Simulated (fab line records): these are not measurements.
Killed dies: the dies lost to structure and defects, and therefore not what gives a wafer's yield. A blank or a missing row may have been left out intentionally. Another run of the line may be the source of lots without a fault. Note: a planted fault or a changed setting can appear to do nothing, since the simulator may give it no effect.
Chamber matching ; flow nand-harc ; rie-diel-05 running NHARC_P_GATE_DESCUM_48: 4 sister chambers
The step chemistry O2, time 3 s. 4 wafers are shown with their chamber, then 9 later ones without.

== WAFERS PAIRED WITH THEIR CHAMBERS ==
wafer;chamber;throttle-valve-pct (%)
L087.6;2;11.314
L089.4;0;11.297
L091.4;3;11.316
L091.5;1;11.309

== WAFERS WITH NO CHAMBER GIVEN ==
wafer;throttle-valve-pct (%)
L094.3;11.317
L094.5;11.318
L094.6;11.321
L093.1;11.312
L093.4;11.308
L093.5;11.312
L096.1;11.315
L096.2;11.304
L096.5;11.315

== CHAMBER TAKEN BY EACH ==
wafer;from the rows above;in truth
L094.3;can't be placed: 3 or 2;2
L094.5;can't be placed: 3 or 2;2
L094.6;can't be placed: 3 or 2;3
L093.1;can't be placed: 2 or 1 or 3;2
L093.4;can't be placed: 1 or 2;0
L093.5;can't be placed: 2 or 1 or 3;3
L096.1;can't be placed: 2 or 3 or 1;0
L096.2;can't be placed: 1 or 0 or 2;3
L096.5;can't be placed: 2 or 3 or 1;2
Correct placement for 0 of the 9. From these rows, 9 cannot be placed; in 6 the true chamber is one of the candidates. 0 placed wrongly.
How it was worked out, from the rows above alone: a wafer's distance from a chamber is the root of the sum, over the readings, of the square of ((its reading less the chamber's mean) divided by the reading's scatter). The wafer belongs to the nearest chamber; if the next one is less than 2 further off, it can't be placed. A chamber's mean is the mean of its shown wafers. The scatter (one wafer shown for each chamber): square how far every hidden wafer sits from the nearest shown wafer, average those squares and take the square root.
